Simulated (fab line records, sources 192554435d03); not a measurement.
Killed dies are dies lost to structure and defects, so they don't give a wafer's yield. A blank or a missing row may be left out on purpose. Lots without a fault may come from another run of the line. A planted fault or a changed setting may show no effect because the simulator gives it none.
fab line records | flow n5_finfet
record lots=5 wafers=15 last_day=21
route steps=1938 shown BEOL_M4@1103 BEOL_M5@1112
lots that met no fault: from a run of the same line without faults
start_h: hours from the record's first day to the start of the lot's first wafer shown | wait_h: hours since the lot's step before | " the same as in the row above | L1.1+2: a row that stands for several wafers | - no value, or no start given | * or withheld: withheld | < > ~ a bound
route shown NAME@n: a module of which the file shows steps, and the number in the route of the first | usual: mean/standard deviation of fault-free wafers | same: alike in all rows | chamber/n: place in a boat | sites: the reading at each site | _std_site: their standard deviation | _edge_site: outer sites' mean less inner sites' | radius_mm: how far each site lies from the wafer's centre | mask NAME#n: copy n | behind: the tool/chamber that last shaped the wafer | hold: why the lot was held/for how many hours/how that ended | device: the transistor (n, p or np) that didn't switch | end of line: the same wafers' tests at the end of the route | a step without rows: its recipe alone | killed: dies lost to structure and defects at the first sort, not the wafer's yield | map: a wafer's dies, x killed, . not, _ none there
set.NAME: the setting as run; set.NAME@STEP: as run at that earlier step | model.NAME: the simulator's own value behind a step, which no gauge read
lots at some steps of the route; a table a step, a row a wafer
services: from which hour (start_h, from the record's first day; less than 0 if before it) a tool's chamber was out of use, for how many hours, and why
## steps
# step N5_BEOL_M4_CMP_52
# recipe stop_on=SiOC t_overpolish_s=6.8 down_force_psi=1 platen_rpm=50 clearing_platen_down_force_psi=1.5 clearing_platen_rpm=50 post_cmp_clean=cu_alkaline target_thk_nm=40 clearing_platen_pad_velocity_m_s=0.99484 pad_velocity_m_s=0.99484
# usual barrier_field_endpoint_s=24.6/0.56 motor_current_A=6.2/0.62 overpolish_run_s=6.800/0.0092 slurry_filter_dp_kPa=13.51/0.14 time_to_endpoint_s=62.5/2.4
# columns lot.wafer tool chamber start_h wait_h barrier_field_endpoint_s motor_current_A overpolish_run_s slurry_filter_dp_kPa time_to_endpoint_s
L074.4 cmp-04 3 195.58 0.2 24.1 6.8 6.801 13.69 63.4
L074.2 " 0 " " 23.5 5.8 6.799 13.72 61.5
L074.6 " 2 " " 24.3 6.1 6.811 13.48 61.7
L079.2 cmp-03 2 249.63 0.2 24.2 5.5 6.797 13.34 62.2
L079.6 " 1 " " 24.4 6.0 6.804 13.50 61.0
L079.5 " 2 " " 24.8 5.5 6.805 13.57 61.1
L088.4 cmp-03 1 354.26 0.2 24.4 6.3 6.791 13.46 59.7
L088.1 " 2 " " 24.4 5.4 6.798 13.46 60.7
L088.3 " 3 " " 24.2 6.7 6.807 13.65 60.6
L097.1 cmp-04 0 363.77 0.3 24.1 6.3 6.800 13.21 61.6
L097.2 " 3 " " 24.1 6.9 6.795 13.42 60.7
L097.6 " 1 " " 24.3 7.8 6.792 13.64 64.6
L089.4 cmp-02 1 390.71 0.1 24.5 6.4 6.796 13.66 65.4
L089.5 " 1 " " 24.7 6.7 6.796 13.53 61.2
L089.6 " 2 " " 24.6 6.9 6.793 13.66 61.3
# step N5_BEOL_M4_THK_MEAS_53
# recipe thk_meas_gauge=xrf reads=Cu_of_BEOL_M4_ECD_50
# usual M4_THK=39.3/1.1
# columns lot.wafer tool chamber start_h wait_h M4_THK[nm]
L074.2 film_metro-01 - 195.80 - 36.4
L074.4 " - " " 38.3
L074.6 " - " " 36.5
L079.2 film_metro-02 - 249.88 - 38.1
L079.5 " - " " 38.7
L079.6 " - " " 37.2
L088.1 film_metro-01 - 354.52 - 39.4
L088.3 " - " " 39.3
L088.4 " - " " 38.8
L097.1 film_metro-02 - 364.07 - 38.5
L097.2 " - " " 41.3
L097.6 " - " " 40.6
L089.4 film_metro-02 - 391.01 - 40.3
L089.5 " - " " 41.4
L089.6 " - " " 38.0
# step N5_BEOL_M4_PRE_CLEAN_60
# recipe gas=NH3/H2 time_s=15 temp_c=* rf_power_w=300
# usual heater_power_w=96/18
# columns lot.wafer tool chamber start_h wait_h heater_power_w
L074.2 cvd_co-01 2 195.84 0.0 91
L074.4 " 0 " " 99
L074.6 " 1 " " 70
L079.2 cvd_co-02 0 249.92 0.0 114
L079.5 " 1 " " 76
L079.6 " 0 " " 112
L088.1 cvd_co-01 2 354.55 0.0 93
L088.3 " 2 " " 92
L088.4 " 0 " " 100
L097.1 cvd_co-02 0 364.10 0.0 113
L097.2 " 2 " " 116
L097.6 " 2 " " 121
L089.4 cvd_co-01 2 391.06 0.1 94
L089.5 " 1 " " 58
L089.6 " 0 " " 101
# step N5_BEOL_M4_CO_CAP_55
# recipe material=Co target_thk_a=20 temp_c=200 precursor=CCTBA/H2 pressure_torr=30 time_s=102.1
# usual heater_power_w=249/23
# columns lot.wafer tool chamber start_h wait_h heater_power_w
L074.2 cvd_co-01 2 195.88 0.0 242
L074.4 " 0 " " 246
L074.6 " 1 " " 220
L079.2 cvd_co-02 0 249.96 0.0 275
L079.5 " 1 " " 221
L079.6 " 0 " " 270
L088.1 cvd_co-01 2 354.61 0.0 248
L088.3 " 2 " " 241
L088.4 " 0 " " 253
L097.1 cvd_co-02 0 364.14 0.0 271
L097.2 " 2 " " 271
L097.6 " 2 " " 277
L089.4 cvd_co-01 2 391.12 0.0 249
L089.5 " 1 " " 205
L089.6 " 0 " " 256
# step N5_BEOL_M4_PRE_CLEAN_56
# recipe gas=NH3 time_s=15 temp_c=withheld rf_power_w=300
# columns lot.wafer tool chamber start_h wait_h
L074.2+4+6 pecvd-02 2,0,1 195.97 0.1
L079.2+5+6 pecvd-04 0,0,2 250.05 0.1
L088.1+3+4 pecvd-03 0,2,2 354.74 0.1
L097.1+2+6 pecvd-03 2,0,2 364.24 0.1
L089.4+5+6 pecvd-04 1,0,2 391.19 0.0
# step N5_BEOL_M4_DEP_57
# recipe material=SiCN target_thk_a=80 temp_c=withheld precursor=3MS/NH3 pressure_torr=3 rf_w=202 time_s=14
# usual showerhead_plenum_p_Torr=3.658/0.011 throttle_valve_pct=9.0/0.32
# columns lot.wafer tool chamber start_h wait_h showerhead_plenum_p_Torr throttle_valve_pct
L074.2 pecvd-02 2 195.99 0.0 3.651 8.7
L074.4 " 0 " " 3.661 9.2
L074.6 " 1 " " 3.672 8.8
L079.2 pecvd-04 0 250.09 0.0 3.649 9.4
L079.5 " 0 " " 3.645 8.8
L079.6 " 2 " " 3.651 9.1
L088.1 pecvd-03 0 354.76 0.0 3.672 9.7
L088.3 " 2 " " 3.657 8.5
L088.4 " 2 " " 3.658 8.5
L097.1 pecvd-03 2 364.26 0.0 3.653 8.6
L097.2 " 0 " " 3.666 9.4
L097.6 " 2 " " 3.655 8.4
L089.4 pecvd-04 1 391.22 0.0 3.673 8.6
L089.5 " 0 " " 3.649 9.3
L089.6 " 2 " " 3.654 9.4
# step N5_BEOL_M4_RS_MEAS_58
# recipe thk_meas_gauge=four-point-probe reads=Co_of_BEOL_M4_CO_CAP_55+Cu_of_BEOL_M4_ECD_50+Co_of_BEOL_M4_CVD_47+TaN_of_BEOL_M4_ALD_84
# usual M4_RS=0.673/0.025
# columns lot.wafer tool chamber start_h wait_h M4_RS[ohm/sq]
L074.2 film_metro-02 - 196.06 0.1 0.734
L074.4 " - " " 0.692
L074.6 " - " " 0.733
L079.2 film_metro-02 - 250.17 0.1 0.687
L079.5 " - " " 0.682
L079.6 " - " " 0.718
L088.1 film_metro-01 - 354.83 0.0 0.666
L088.3 " - " " 0.673
L088.4 " - " " 0.686
L097.1 film_metro-01 - 364.33 0.0 0.691
L097.2 " - " " 0.629
L097.6 " - " " 0.642
L089.4 film_metro-02 - 391.27 0.0 0.652
L089.5 " - " " 0.623
L089.6 " - " " 0.703
# step N5_BEOL_M4_INSPECT_59
# recipe inspect_instrument=darkfield mode=post_dep
# usual raw_defect_count=68/21
# columns lot.wafer tool chamber start_h wait_h raw_defect_count
L074.2 defect_inspect-02 - 196.09 0.0 71
L074.4 " - " " 58
L074.6 " - " " 57
L079.2 defect_inspect-02 - 250.20 0.0 119
L079.5 " - " " 56
L079.6 " - " " 57
L088.1 defect_inspect-01 - 354.86 0.0 105
L088.3 " - " " 66
L088.4 " - " " 51
L097.1 defect_inspect-01 - 364.35 0.0 85
L097.2 " - " " 49
L097.6 " - " " 57
L089.4 defect_inspect-01 - 391.29 0.0 90
L089.5 " - " " 44
L089.6 " - " " 69
# step N5_BEOL_M4_RC_MEAS_101
# usual DIBL_N=36.3/1.1 DIBL_P=36.3/1.4 IOFF_N=0.155/0.019 IOFF_P=0.211/0.027 ION_N=672/8.5 ION_P=462/5.8 SS_N=71.5/0.56 SS_P=73.3/0.52 VT_N=249.9/2.5 VT_P=-249.8/2.8
# columns lot.wafer tool chamber start_h wait_h DIBL_N[mV/V] DIBL_P[mV/V] IOFF_N[nA/um] IOFF_P[nA/um] ION_N[uA/um] ION_P[uA/um] SS_N[mV/dec] SS_P[mV/dec] VT_N[mV] VT_P[mV]
L074.2 prober-01 0 196.27 0.2 37.9 37.2 0.171 0.243 674 465 71.8 74.0 249.2 -248.8
L074.4 " 0 " " 34.5 32.6 0.110 0.165 647 452 70.7 73.0 254.2 -257.5
L074.6 " 0 " " 36.9 36.4 0.151 0.224 669 467 71.8 74.6 249.0 -248.6
L079.2 prober-01 0 250.38 0.2 35.4 35.8 0.146 0.193 664 460 70.9 73.0 250.3 -250.5
L079.5 " 0 " " 34.8 33.5 0.128 0.167 668 461 70.8 72.9 253.6 -251.9
L079.6 " 0 " " 35.6 35.7 0.151 0.195 675 471 71.6 74.0 247.8 -252.7
L088.1 prober-02 0 354.88 0.0 35.3 34.7 0.149 0.230 675 468 71.3 72.3 248.8 -244.9
L088.3 " 0 " " 34.4 33.6 0.127 0.205 668 465 71.0 73.2 250.5 -245.8
L088.4 " 0 " " 37.8 37.0 0.181 0.268 672 468 72.1 74.3 245.3 -246.3
L097.1 prober-02 0 364.38 0.0 35.9 34.7 0.147 0.209 663 460 72.1 73.2 251.5 -247.4
L097.2 " 0 " " 38.3 37.1 0.191 0.245 680 464 72.3 73.6 247.8 -247.4
L097.6 " 0 " " 36.6 35.4 0.158 0.219 677 466 72.4 73.8 249.6 -251.6
L089.4 prober-01 0 391.78 0.5 35.9 36.0 0.159 0.206 676 458 71.5 72.8 250.5 -248.7
L089.5 " 0 " " 36.1 36.5 0.168 0.222 681 466 71.4 73.5 247.5 -247.2
L089.6 " 0 " " 35.2 35.5 0.148 0.201 674 467 70.6 73.2 250.6 -250.8
# step N5_BEOL_M5_ILD_DEP_00
# recipe material=SiCOH_lowk target_thk_a=1406.4 temp_c=300 precursor=DEMS/porogen pressure_torr=5 rf_w=500 time_s=25.9
# usual heater_power_w=297/38 showerhead_plenum_p_Torr=5.736/0.014 throttle_valve_pct=13.9/0.56
# columns lot.wafer tool chamber start_h wait_h heater_power_w showerhead_plenum_p_Torr throttle_valve_pct
L074.2 pecvd-03 0 197.08 0.7 311 5.738 14.2
L074.4 " 0 " " 321 5.751 14.2
L074.6 " 2 " " 279 5.734 14.6
L079.2 pecvd-02 0 251.19 0.7 347 5.729 14.1
L079.5 " 2 " " 245 5.725 13.5
L079.6 " 1 " " 257 5.744 13.6
L088.1 pecvd-02 0 355.84 0.8 365 5.743 14.1
L088.3 " 2 " " 271 5.699 13.6
L088.4 " 0 " " 360 5.758 14.0
L097.1 pecvd-02 0 365.34 0.8 350 5.738 14.2
L097.2 " 1 " " 270 5.727 13.5
L097.6 " 0 " " 354 5.754 14.3
L089.4 pecvd-01 2 392.30 0.4 352 5.741 13.2
L089.5 " 0 " " 251 5.733 15.0
L089.6 " 1 " " 324 5.750 13.8
# step N5_BEOL_M5_CURE_79
# recipe temp_c=385 time_s=240 ambient=He/Ar material=SiCOH_lowk
# usual lamp_power_pct=52.31/0.059 wafer_temp_C_max=386.6/0.58
# columns lot.wafer tool chamber start_h wait_h lamp_power_pct wafer_temp_C_max
L074.2 uv_cure-01 1 197.22 0.1 52.28 386.6
L074.4 " 1 " " 52.23 386.5
L074.6 " 1 " " 52.37 386.1
L079.2 uv_cure-03 2 251.41 0.2 52.21 386.2
L079.5 " 2 " " 52.31 386.6
L079.6 " 2 " " 52.31 386.7
L088.1 uv_cure-01 1 355.92 0.1 52.27 386.2
L088.3 " 1 " " 52.17 386.1
L088.4 " 1 " " 52.29 386.0
L097.1 uv_cure-02 1 365.40 0.0 52.23 386.7
L097.2 " 1 " " 52.25 387.1
L097.6 " 1 " " 52.30 387.1
L089.4 uv_cure-01 2 392.58 0.3 52.26 386.8
L089.5 " 2 " " 52.26 387.0
L089.6 " 2 " " 52.41 387.4
# step N5_BEOL_M5_THK_MEAS_01
# recipe reads=SiCOH_lowk_of_BEOL_M5_ILD_DEP_00
# usual M5_ILD_THK=121.4/1.5
# columns lot.wafer tool chamber start_h wait_h M5_ILD_THK[nm]
L074.2 film_metro-01 - 197.66 0.4 119.0
L074.4 " - " " 121.7
L074.6 " - " " 121.0
L079.2 film_metro-01 - 252.24 0.7 120.2
L079.5 " - " " 122.6
L079.6 " - " " 121.5
L088.1 film_metro-01 - 356.44 0.4 122.6
L088.3 " - " " 124.2
L088.4 " - " " 125.0
L097.1 film_metro-02 - 365.91 0.4 120.5
L097.2 " - " " 121.1
L097.6 " - " " 122.9
L089.4 film_metro-02 - 392.85 0.2 122.7
L089.5 " - " " 122.5
L089.6 " - " " 121.0
# step N5_BEOL_M5_PECVD_70
# recipe material=SiO2 target_thk_a=160 temp_c=400 precursor=TEOS/O2 pressure_torr=5.5 rf_w=450 teos_flow_sccm=53.8 gas=O2 flow_sccm=3000 time_s=18
# usual heater_power_w=698/67 showerhead_plenum_p_Torr=8.75/0.051 throttle_valve_pct=22.4/0.95
# columns lot.wafer tool chamber start_h wait_h heater_power_w showerhead_plenum_p_Torr throttle_valve_pct
L074.2 pecvd-02 0 197.69 0.0 793 8.80 22.8
L074.4 " 2 " " 571 8.71 21.7
L074.6 " 1 " " 641 8.78 21.8
L079.2 pecvd-02 0 252.28 0.0 808 8.80 22.9
L079.5 " 0 " " 805 8.80 22.8
L079.6 " 2 " " 715 8.70 22.2
L088.1 pecvd-02 1 356.47 0.0 517 8.77 21.8
L088.3 " 1 " " 512 8.77 21.8
L088.4 " 0 " " 821 8.78 23.2
L097.1 pecvd-03 2 365.95 0.0 615 8.73 21.0
L097.2 " 1 " " 675 8.67 23.0
L097.6 " 2 " " 606 8.72 21.2
L089.4 pecvd-02 0 392.91 0.1 726 8.80 23.2
L089.5 " 1 " " 564 8.77 21.8
L089.6 " 2 " " 690 8.71 22.4
# step N5_BEOL_M5_HM_DEP_02
# recipe material=TiN target_thk_a=200 temp_c=25 chamber_pressure_pa=0.49996
# usual throttle_valve_pct=29.6/1
# columns lot.wafer tool chamber start_h wait_h throttle_valve_pct
L074.2 pvd_sputter-02 - 198.61 0.9 30.7
L074.4 " - " " 28.5
L074.6 " - " " 29.9
L079.2 pvd_sputter-01 - 252.33 0.0 28.6
L079.5 " - " " 29.7
L079.6 " - " " 31.5
L088.1 pvd_sputter-01 - 357.38 0.9 29.9
L088.3 " - " " 28.4
L088.4 " - " " 31.6
L097.1 pvd_sputter-01 - 367.68 1.7 30.1
L097.2 " - " " 29.5
L097.6 " - " " 30.3
L089.4 pvd_sputter-01 - 395.07 2.1 28.6
L089.5 " - " " 31.4
L089.6 " - " " 28.3
# step N5_BEOL_M5_COAT_59
# recipe resist=SOC temp_c=250 time_s=60 spin_rpm=1500 resist_thk_nm=60
# usual heater_power_total_W=500.5/1.7
# columns lot.wafer tool chamber start_h wait_h heater_power_total_W
L074.2 litho_track-02 0 198.74 0.1 499.4
L074.4 " 0 " " 501.0
L074.6 " 0 " " 499.7
L079.2 litho_track-01 0 252.46 0.1 498.7
L079.5 " 0 " " 498.0
L079.6 " 0 " " 501.7
L088.1 litho_track-01 0 357.50 0.1 499.4
L088.3 " 0 " " 497.7
L088.4 " 0 " " 500.8
L097.1 litho_track-01 0 367.81 0.1 499.4
L097.2 " 0 " " 501.9
L097.6 " 0 " " 501.2
L089.4 litho_track-04 0 395.19 0.1 501.1
L089.5 " 0 " " 502.4
L089.6 " 0 " " 501.0
# step N5_BEOL_M5_COAT_60
# recipe resist=SiARC temp_c=220 time_s=60 spin_rpm=1500 resist_thk_nm=12
# usual heater_power_total_W=427.5/2.1
# columns lot.wafer tool chamber start_h wait_h heater_power_total_W
L074.2 litho_track-02 0 - - 427.5
L074.4 " 0 " " 428.3
L074.6 " 0 " " 430.0
L079.2 litho_track-01 0 - - 425.6
L079.5 " 0 " " 424.8
L079.6 " 0 " " 429.6
L088.1 litho_track-01 0 - - 430.4
L088.3 " 0 " " 426.2
L088.4 " 0 " " 425.8
L097.1 litho_track-01 0 - - 429.1
L097.2 " 0 " " 430.9
L097.6 " 0 " " 429.6
L089.4 litho_track-04 0 - - 424.4
L089.5 " 0 " " 429.9
L089.6 " 0 " " 428.0
# step N5_BEOL_M5_COAT_71
# recipe resist=underlayer temp_c=205 time_s=60 spin_rpm=1500 resist_thk_nm=5
# usual heater_power_total_W=391.8/1.2
# columns lot.wafer tool chamber start_h wait_h heater_power_total_W
L074.2 litho_track-02 0 - - 391.7
L074.4 " 0 " " 391.8
L074.6 " 0 " " 392.1
L079.2 litho_track-01 0 - - 392.5
L079.5 " 0 " " 391.7
L079.6 " 0 " " 393.6
L088.1 litho_track-01 0 - - 391.6
L088.3 " 0 " " 393.7
L088.4 " 0 " " 391.9
L097.1 litho_track-01 0 - - 390.8
L097.2 " 0 " " 392.5
L097.6 " 0 " " 391.6
L089.4 litho_track-04 0 - - 390.3
L089.5 " 0 " " 391.5
L089.6 " 0 " " 389.8
# step N5_BEOL_M5_COAT_05
# recipe resist=CAR-EUV spin_rpm=1500 resist_thk_nm=30
# columns lot.wafer tool chamber start_h wait_h
L074.2+4+6 litho_track-02 0 - -
L079.2+5+6 litho_track-01 0 - -
L088.1+3+4 litho_track-01 0 - -
L097.1+2+6 litho_track-01 0 - -
L089.4+5+6 litho_track-04 0 - -
# step N5_BEOL_M5_EBR_07
# recipe solvent=PGMEA ebr_width_mm=1.5
# columns lot.wafer tool chamber start_h wait_h
L074.2+4+6 litho_track-02 0 - -
L079.2+5+6 litho_track-01 0 - -
L088.1+3+4 litho_track-01 0 - -
L097.1+2+6 litho_track-01 0 - -
L089.4+5+6 litho_track-04 0 - -
# step N5_BEOL_M5_SOFTBAKE_06
# recipe temp_c=110 time_s=60 resist=CAR-EUV
# usual heater_power_total_W=175.2/1.6
# columns lot.wafer tool chamber start_h wait_h heater_power_total_W
L074.2 litho_track-02 0 - - 173.5
L074.4 " 0 " " 173.9
L074.6 " 0 " " 175.3
L079.2 litho_track-01 0 - - 173.5
L079.5 " 0 " " 175.9
L079.6 " 0 " " 173.7
L088.1 litho_track-01 0 - - 173.0
L088.3 " 0 " " 177.3
L088.4 " 0 " " 173.0
L097.1 litho_track-01 0 - - 176.0
L097.2 " 0 " " 174.6
L097.6 " 0 " " 173.9
L089.4 litho_track-04 0 - - 173.1
L089.5 " 0 " " 177.6
L089.6 " 0 " " 176.9
# step N5_BEOL_M5_EXPOSE_08
# recipe mask_id=M5 na=0.33 source_shape=annular sigma_inner=0.4 sigma_outer=0.8 polarization=unpolarized target_cd_nm=28 dose_mj=35.75
# usual stage_msd_nm=0.824/0.021
# same sigma_outer=0.8
# columns lot.wafer tool chamber start_h wait_h mask stage_msd_nm
L074.2 euv_scanner-02 0 199.00 - M5#0 0.878
L074.4 " 0 " " M5#0 0.877
L074.6 " 0 " " M5#0 0.873
L079.2 euv_scanner-02 0 252.60 - M5#0 0.850
L079.5 " 0 " " M5#0 0.849
L079.6 " 0 " " M5#0 0.848
L088.1 euv_scanner-02 0 357.64 - M5#0 0.836
L088.3 " 0 " " M5#0 0.835
L088.4 " 0 " " M5#0 0.835
L097.1 euv_scanner-02 0 367.94 - M5#0 0.831
L097.2 " 0 " " M5#0 0.830
L097.6 " 0 " " M5#0 0.831
L089.4 euv_scanner-01 0 395.35 - M5#0 0.822
L089.5 " 0 " " M5#0 0.819
L089.6 " 0 " " M5#0 0.818
# step N5_BEOL_M5_PEB_09
# recipe peb_temp_c=100 peb_time_s=60 resist=CAR-EUV
# usual heater_power_total_W=154.2/1.1
# columns lot.wafer tool chamber start_h wait_h heater_power_total_W
L074.2 litho_track-04 0 199.06 0.0 155.3
L074.4 " 0 " " 155.6
L074.6 " 0 " " 152.3
L079.2 litho_track-01 0 252.66 0.1 155.2
L079.5 " 0 " " 154.5
L079.6 " 0 " " 152.3
L088.1 litho_track-01 0 357.70 0.1 153.0
L088.3 " 0 " " 153.2
L088.4 " 0 " " 155.5
L097.1 litho_track-02 0 368.00 0.1 155.2
L097.2 " 0 " " 154.5
L097.6 " 0 " " 155.4
L089.4 litho_track-02 0 395.39 0.0 154.5
L089.5 " 0 " " 155.3
L089.6 " 0 " " 155.6
# step N5_BEOL_M5_DEVELOP_10
# recipe develop_time_s=30 developer=TMAH resist=CAR-EUV rinse_liquid=surfactant_rinse dry=air_spin dev_temp_c=23
# columns lot.wafer tool chamber start_h wait_h
L074.2+4+6 litho_track-04 0 - -
L079.2+5+6 litho_track-01 0 - -
L088.1+3+4 litho_track-01 0 - -
L097.1+2+6 litho_track-02 0 - -
L089.4+5+6 litho_track-02 0 - -
# step N5_BEOL_M5_CD_MEAS_11
# recipe target_cd_nm=27.74 landing_energy_ev=500 detector=se_inlens
# usual cd_nm=28.07/0.24
# same landing_energy_ev=500
# columns lot.wafer tool chamber start_h wait_h cd_nm
L074.2 cd_sem-03 0 199.13 - 28.25
L074.4 " 0 " " 28.37
L074.6 " 0 " " 27.59
L079.2 cd_sem-01 0 252.73 - 28.08
L079.5 " 0 " " 27.82
L079.6 " 0 " " 28.22
L088.1 cd_sem-03 0 357.77 - 28.06
L088.3 " 0 " " 28.34
L088.4 " 0 " " 28.22
L097.1 cd_sem-02 0 368.07 - 28.57
L097.2 " 0 " " 28.46
L097.6 " 0 " " 27.85
L089.4 cd_sem-01 0 395.46 - 27.91
L089.5 " 0 " " 28.03
L089.6 " 0 " " 28.11
# step N5_BEOL_M5_OVL_MEAS_12
# recipe points_per_wafer=522
# usual M5_OVL=-0.4/0.6
# columns lot.wafer tool chamber start_h wait_h M5_OVL[nm]
L074.2 overlay-01 0 199.16 0.0 -0.6
L074.4 " 0 " " -0.1
L074.6 " 0 " " -0.6
L079.2 overlay-02 0 252.76 0.0 -1.5
L079.5 " 0 " " 0.5
L079.6 " 0 " " -1.5
L088.1 overlay-02 0 357.80 0.0 -0.1
L088.3 " 0 " " -1.0
L088.4 " 0 " " 0.0
L097.1 overlay-01 0 368.10 0.0 -0.1
L097.2 " 0 " " 0.3
L097.6 " 0 " " 0.4
L089.4 overlay-01 0 395.51 0.0 -0.4
L089.5 " 0 " " -0.2
L089.6 " 0 " " -0.8
# step N5_BEOL_M5_INSPECT_13
# recipe mode=adi inspect_instrument=brightfield
# usual raw_defect_count=387/85
# columns lot.wafer tool chamber start_h wait_h raw_defect_count
L074.2 defect_inspect-01 - 199.22 0.0 367
L074.4 " - " " 295
L074.6 " - " " 253
L079.2 defect_inspect-02 - 252.81 0.0 519
L079.5 " - " " 353
L079.6 " - " " 342
L088.1 defect_inspect-02 - 357.86 0.1 372
L088.3 " - " " 474
L088.4 " - " " 336
L097.1 defect_inspect-02 - 368.16 0.1 401
L097.2 " - " " 287
L097.6 " - " " 254
L089.4 defect_inspect-01 - 395.55 0.0 423
L089.5 " - " " 320
L089.6 " - " " 437
## services
# columns tool chamber start_h hours kind
cmp-04 - 187.56 0.4 repair
euv_scanner-02 - 197.22 1.0 pm
euv_scanner-02 - 206.10 0.5 repair
uv_cure-01 - 208.83 1.0 pm
pecvd-04 - 210.50 0.8 pm
cvd_co-02 2 218.39 6.0 repair
euv_scanner-02 - 223.33 5.8 pm
uv_cure-01 - 228.30 5.0 pm
uv_cure-01 - 235.82 7.1 pm
uv_cure-01 - 243.99 0.3 repair
euv_scanner-02 - 253.37 1.0 pm
cvd_co-02 2 254.09 5.8 repair
cvd_co-02 - 264.61 6.9 pm
euv_scanner-02 - 265.13 3.9 repair
uv_cure-01 - 267.57 2.1 pm
pecvd-02 0 274.67 30.8 repair
euv_scanner-02 - 291.74 4.6 pm
euv_scanner-02 - 309.52 1.0 pm
pecvd-02 2 337.97 16.0 repair
cvd_co-02 - 339.38 2.6 repair
pecvd-04 - 343.78 0.7 repair
pecvd-02 2 355.96 3.8 repair
euv_scanner-02 - 365.67 1.0 pm
cvd_co-02 - 368.89 6.0 pm
## key
fault none
